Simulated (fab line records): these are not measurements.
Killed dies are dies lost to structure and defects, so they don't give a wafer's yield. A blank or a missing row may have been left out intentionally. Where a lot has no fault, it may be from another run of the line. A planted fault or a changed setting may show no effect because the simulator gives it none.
A lot that was struck, set against a sound lot || flow nand_harc || 18 out of 1302 route steps
Sound: these wafers, L243.1, L243.3, L243.4. Struck: wafers L256.2, L256.4, L256.5. At the end, the cause is stated.
Order at every step that has rows: each side's tool, ch and its chambers, its first start. Under that, the readings that differ: sound wafers || struck wafers || difference of the means || sigmas: that difference in standard deviations of wafers without a fault.
alike: a reading whose means differ by less than 2 such deviations, as well as words and numbers matching on both sides. not compared: withheld readings; readings where some wafer has no value; bounds like >300 that might hide an equal value; numbers whose values overlap and for which the record gives no deviation.
Wherever a step has rows on one side only, a row that says differs or no value, or a row with sigmas, the two part there. Numbers that don't overlap but have no deviation are shown without sigmas and don't part them. A reading missing from all wafers of one side parts the sides only when that side holds two or more wafers.

NHARC_P_GATE_CD_MEAS_46: the cd target is 720 nm.
  sound on cd_sem-03 ch 0, day 6 18:13; struck on cd_sem-03 ch 0, day 12 02:38
  alike: cd_nm
then, 1 step without rows for these wafers: NHARC_P_GATE_HARDBAKE_47 (time 80 s).
NHARC_P_GATE_DESCUM_48: chemistry O2, time 3 s.
  sound on rie_diel-07 ch 0,1,3, day 6 18:22; struck on rie_diel-07 ch 0,1,3, day 12 02:49
  alike: drypump_motor_current_A, oes_product_au, rf_vpp_V, showerhead_plenum_p_Torr, throttle_valve_pct
  not compared: rf_hours_counter_h
after that, 1 step had no rows for these wafers: NHARC_P_GATE_IMPLANT_49.
NHARC_P_GATE_STRIP_111: strips in N2/H2, time 250 s.
  sound on plasma_asher-01 ch 0,1, day 6 18:47; struck on plasma_asher-02 ch 0,1, day 12 03:13
  alike: drypump_motor_current_A, heater_power_w
  not compared: rf_hours_counter_h
NHARC_P_GATE_STRIP_75: strips in O2.
  sound on plasma_asher-01 ch 0,1, day 6 19:03; struck on plasma_asher-02 ch 0,1, day 12 03:29
  alike: drypump_motor_current_A, heater_power_w
  not compared: rf_hours_counter_h
then, 6 steps without rows for these wafers: NHARC_P_GATE_STRIP_50 (strips in SPM, time 900 s); NHARC_P_GATE_DEHYDRATE_51 (time 120 s); NHARC_P_GATE_HMDS_52 (time 30 s); NHARC_P_GATE_COAT_53; NHARC_P_GATE_SOFTBAKE_54 (time 95 s); NHARC_P_GATE_EBR_55.
NHARC_P_GATE_EXPOSE_56: exposes mask P PSD, target cd 720 nm.
  sound on krf_scanner-02 ch 0, day 6 19:48; struck on krf_scanner-04 ch 0, day 12 04:08
{"reading": "mask", "sound": "P_PSD#0 P_PSD#0 P_PSD#0", "struck": "P_NSD#0 P_NSD#0 P_NSD#0", "difference": "differs", "sigmas": ""}
then, 2 steps without rows for these wafers: NHARC_P_GATE_PEB_57 (peb time 85 s); NHARC_P_GATE_DEVELOP_58 (time 70 s).
NHARC_P_GATE_CD_MEAS_59: the cd target is 720 nm.
  sound on cd_sem-01 ch 0, day 6 19:58; struck on cd_sem-03 ch 0, day 12 04:18
{"reading": "cd_nm (nm)", "sound": "719.5 722.6 720.9", "struck": "- - -", "difference": "no value on the struck wafers", "sigmas": ""}
then, 1 step without rows for these wafers: NHARC_P_GATE_HARDBAKE_60 (time 80 s).
-- record jumps: 18 days between struck wafers' starts before vs after; left off in module P_GATE, resumes in module END, first step shown is number 1302 of the route --
NHARC_END_SORT_01:
  the record has rows for the struck wafers here (prober-02 ch 0, day 30 14:23) and none for the sound ones

## WHERE THEY PART
At NHARC_P_GATE_EXPOSE_56 first; at NHARC_END_SORT_01 last (within this record only).

WHY: whatever the simulator had introduced
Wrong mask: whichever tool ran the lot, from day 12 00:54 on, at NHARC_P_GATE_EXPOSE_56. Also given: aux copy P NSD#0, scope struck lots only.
